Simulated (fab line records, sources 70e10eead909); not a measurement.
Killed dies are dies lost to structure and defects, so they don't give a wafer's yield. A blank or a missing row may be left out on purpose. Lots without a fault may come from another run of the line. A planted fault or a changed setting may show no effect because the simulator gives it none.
Chamber matching | flow nand_harc | NHARC_A_SLIT_DESCUM_14 on rie_diel-03: 4 sister chambers
The step chemistry O2, time 3 s. 18 wafers are shown with their chamber, then 9 later ones without.

WAFERS WITH THEIR CHAMBER
wafer  | chamber | drypump_motor_current_A (A) | oes_product_au (a.u.) | throttle_valve_pct (%)
L074.1 | 3       | 5.1                         | 1.013                 | 11.304
L074.5 | 3       | 5.0                         | 1.009                 | 11.323
L074.6 | 2       | 6.8                         | 0.998                 | 11.323
L076.1 | 3       | 5.0                         | 1.018                 | 11.312
L076.2 | 0       | 4.7                         | 1.006                 | 11.318
L076.6 | 3       | 5.0                         | 1.007                 | 11.291
L084.2 | 2       | 6.8                         | 0.989                 | 11.321
L084.4 | 0       | 4.7                         | 0.998                 | 11.309
L084.5 | 2       | 6.8                         | 0.999                 | 11.309
L083.2 | 3       | 5.0                         | 1.000                 | 11.311
L083.3 | 0       | 4.7                         | 0.997                 | 11.317
L083.5 | 3       | 5.1                         | 1.003                 | 11.306
L085.1 | 0       | 4.7                         | 0.996                 | 11.314
L085.2 | 1       | 6.2                         | 1.005                 | 11.327
L085.6 | 0       | 4.7                         | 0.990                 | 11.323
L089.2 | 0       | 4.7                         | 1.002                 | 11.305
L089.4 | 3       | 5.0                         | 1.003                 | 11.309
L089.5 | 0       | 4.7                         | 0.997                 | 11.329

SIGNATURES (means of the wafers above)
reading                 | chamber 0 | chamber 1 | chamber 2 | chamber 3 | scatter within a chamber
drypump_motor_current_A | 4.700     | 6.200     | 6.800     | 5.029     | 0.0319
oes_product_au          | 0.99800   | 1.00500   | 0.99533   | 1.00757   | 0.00567
throttle_valve_pct      | 11.31643  | 11.32700  | 11.31767  | 11.30800  | 0.00874
Rule: a wafer's distance from a chamber is the root of the sum, over the readings, of the square of ((its reading less the chamber's mean) divided by the reading's scatter). The wafer belongs to the nearest chamber; if the next one is less than 2 further off, it can't be placed. The scatter: the root of (the sum of the squares of (reading less its chamber's mean) over the shown wafers, divided by (wafers less chambers)).

WAFERS WITHOUT THEIR CHAMBER
wafer  | drypump_motor_current_A (A) | oes_product_au (a.u.) | throttle_valve_pct (%)
L093.1 | 5.0                         | 1.000                 | 11.316
L093.2 | 4.7                         | 1.006                 | 11.304
L093.6 | 5.0                         | 1.001                 | 11.291
L092.1 | 6.8                         | 1.001                 | 11.301
L092.2 | 6.1                         | 1.005                 | 11.309
L092.6 | 5.0                         | 1.001                 | 11.318
L094.1 | 4.7                         | 0.998                 | 11.303
L094.3 | 6.2                         | 1.015                 | 11.315
L094.6 | 4.7                         | 1.003                 | 11.323

WHICH CHAMBER EACH WENT THROUGH
wafer  | from the rows above | in truth
L093.1 | 3                   | 3
L093.2 | 0                   | 0
L093.6 | 3                   | 3
L092.1 | 2                   | 2
L092.2 | 1                   | 1
L092.6 | 3                   | 3
L094.1 | 0                   | 0
L094.3 | 1                   | 1
L094.6 | 0                   | 0
Placed correctly: 9 of 9. Can't be placed from these rows: 0. Placed wrongly: 0.
